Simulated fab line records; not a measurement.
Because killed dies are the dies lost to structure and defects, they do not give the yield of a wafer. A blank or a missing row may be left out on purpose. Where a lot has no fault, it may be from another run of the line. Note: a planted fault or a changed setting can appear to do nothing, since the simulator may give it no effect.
A struck lot beside a sound one ; flow n5 finfet ; 35 out of 1938 route steps
Sound: these wafers, L167.1, L167.2, L167.4. The struck wafers were L164.3, L164.5, L164.6. The cause comes at the end.
Order at every step that has rows: each side's tool, ch and its chambers, its first start. Under that, the readings that differ: sound wafers ; struck wafers ; difference of the means ; sigmas: that difference in standard deviations of wafers without a fault.
alike: readings with means less than 2 such deviations apart, plus words and numbers identical on both sides. not compared: withheld readings, readings lacking a value on some wafer, bounds such as >300 that could conceal the same value, and numbers that have no deviation in the record and whose values overlap.
A row with sigmas, a row that says differs or no value, or rows on one side alone: a step with any of these is where the two part. Numbers that have no deviation but don't overlap get no sigmas and don't part them. A reading that every wafer of one side lacks parts them only if that side has two wafers or more.

first, 9 steps without rows for these wafers: N5_BEOL_M3_ILD_DEP_00 (deposits SiOC from DEMS/O2, target thk 79 nm, time 15.3 s); N5_BEOL_M3_PECVD_72 (deposits SiO2 from TEOS/O2, target thk 16 nm, time 18 s); N5_BEOL_M3_HM_DEP_02 (deposits TiN, target thk 20 nm); N5_BEOL_M3_COAT_61 (time 60 s, resist thk 60 nm); N5_BEOL_M3_COAT_62 (time 60 s, resist thk 12 nm); N5_BEOL_M3_COAT_73 (time 60 s, resist thk 5 nm); N5_BEOL_M3_COAT_05 (resist thk 30 nm); N5_BEOL_M3_EBR_07; N5_BEOL_M3_SOFTBAKE_06 (time 60 s).
N5_BEOL_M3_EXPOSE_08: exposes mask M3.
  sound on euv scanner-01 ch 0, day 9 17:44; struck on euv scanner-02 ch 0, day 9 00:08
reading;sound;struck;difference;sigmas
exposure dose mJ cm2;33.02 33.01 33.00;34.11 34.11 34.16;+1.12;+36
  alike: mask
then, 2 steps without rows for these wafers: N5_BEOL_M3_PEB_09 (peb time 60 s); N5_BEOL_M3_DEVELOP_10 (develop time 30 s).
N5_BEOL_M3_CD_MEAS_11: target cd 17.05 nm.
  sound on cd sem-03 ch 0, day 9 17:52; struck on cd sem-02 ch 0, day 9 00:16
  alike: cd nm
then, 1 step without rows for these wafers: N5_BEOL_M3_DESCUM_16 (chemistry O2, time 7 s).
N5_BEOL_M3_ETCH_74: etches underlayer in N2/H2, target depth 6.5 nm, time 5.2 s.
  sound on rie diel-03 ch 0,2,3, day 9 18:03; struck on rie diel-03 ch 1,2,3, day 9 00:25
reading;sound;struck;difference;sigmas
model.BEOL_M3.cd offset nm (nm);0.2 0.2 0.2;0.6 0.4 0.6;+0.3;
  alike: drypump motor current A, etch rf on time s, oes product au, rf vpp V, showerhead plenum p Torr, throttle valve pct
  not compared: rf hours counter h
then, 5 steps without rows for these wafers: N5_BEOL_M3_ETCH_63 (etches SiARC in CF4, target depth 15.6 nm, time 26 s); N5_BEOL_M3_ETCH_64 (etches SOC in N2/H2, target depth 75 nm, overetch 15 nm, time 112.5 s); N5_BEOL_M3_STRIP_65 (strips in N2/H2); N5_BEOL_M3_STRIP_75 (strips in N2/H2); N5_BEOL_M3_STRIP_66 (strips in CF4).
N5_BEOL_M3_HM_OPEN_17: chemistry Cl2/BCl3, target TiN, target depth 20 nm, overetch 6 nm.
  sound on rie metal-01 ch 0,1, day 9 18:16; struck on rie metal-01 ch 0,1, day 9 00:40
  alike: drypump motor current A, oes_ar_750_au, oes product au, throttle valve pct
  not compared: rf hours counter h, model.BEOL_M3.cd offset nm
then, 12 steps without rows for these wafers: N5_BEOL_M3_STRIP_19 (strips in O2); N5_BEOL_M3_COAT_67 (time 60 s, resist thk 60 nm); N5_BEOL_M3_COAT_68 (time 60 s, resist thk 12 nm); N5_BEOL_M3_COAT_76 (time 60 s, resist thk 5 nm); N5_BEOL_M3_COAT_22 (resist thk 30 nm); N5_BEOL_M3_EBR_24; N5_BEOL_M3_SOFTBAKE_23 (time 60 s); N5_BEOL_M3_EXPOSE_25 (exposes mask V2, defocus 5 nm); N5_BEOL_M3_PEB_26 (peb time 60 s); N5_BEOL_M3_DEVELOP_27 (develop time 30 s); N5_BEOL_M3_DESCUM_33 (chemistry O2, time 7 s); N5_BEOL_M3_ETCH_77 (etches underlayer in N2/H2, target depth 6.5 nm, time 5.2 s).
N5_BEOL_M4_RC_MEAS_101:
  sound on prober-01 ch 0, day 10 11:28; struck on prober-01 ch 0, day 9 20:51
reading;sound;struck;difference;sigmas
ION_N (uA/um);683 682 706;662 654 676;-26;-2
ION_P (uA/um);463 462 486;449 447 458;-19;-2
VT_P (mV);-251 -246 -246;-258 -257 -255;-9;-3
  alike: DIBL_N, DIBL_P, IOFF_N, IOFF_P, SS_N, SS_P, VT_N
-- record jumps: 5 days separate the struck wafers' starts on either side; left off in module BEOL_M4, taken up again in module PASSIVATION, whose first shown step is the route's number 1936 --
N5_PASSIVATION_PROBE_49:
  record: rows for the struck wafers here (prober-02, day 14 19:52), none for the sound ones

## WHERE THEY PART
Earliest at N5_BEOL_M3_EXPOSE_08; latest, in this record, at N5_PASSIVATION_PROBE_49.

WHY: what the simulator had put in
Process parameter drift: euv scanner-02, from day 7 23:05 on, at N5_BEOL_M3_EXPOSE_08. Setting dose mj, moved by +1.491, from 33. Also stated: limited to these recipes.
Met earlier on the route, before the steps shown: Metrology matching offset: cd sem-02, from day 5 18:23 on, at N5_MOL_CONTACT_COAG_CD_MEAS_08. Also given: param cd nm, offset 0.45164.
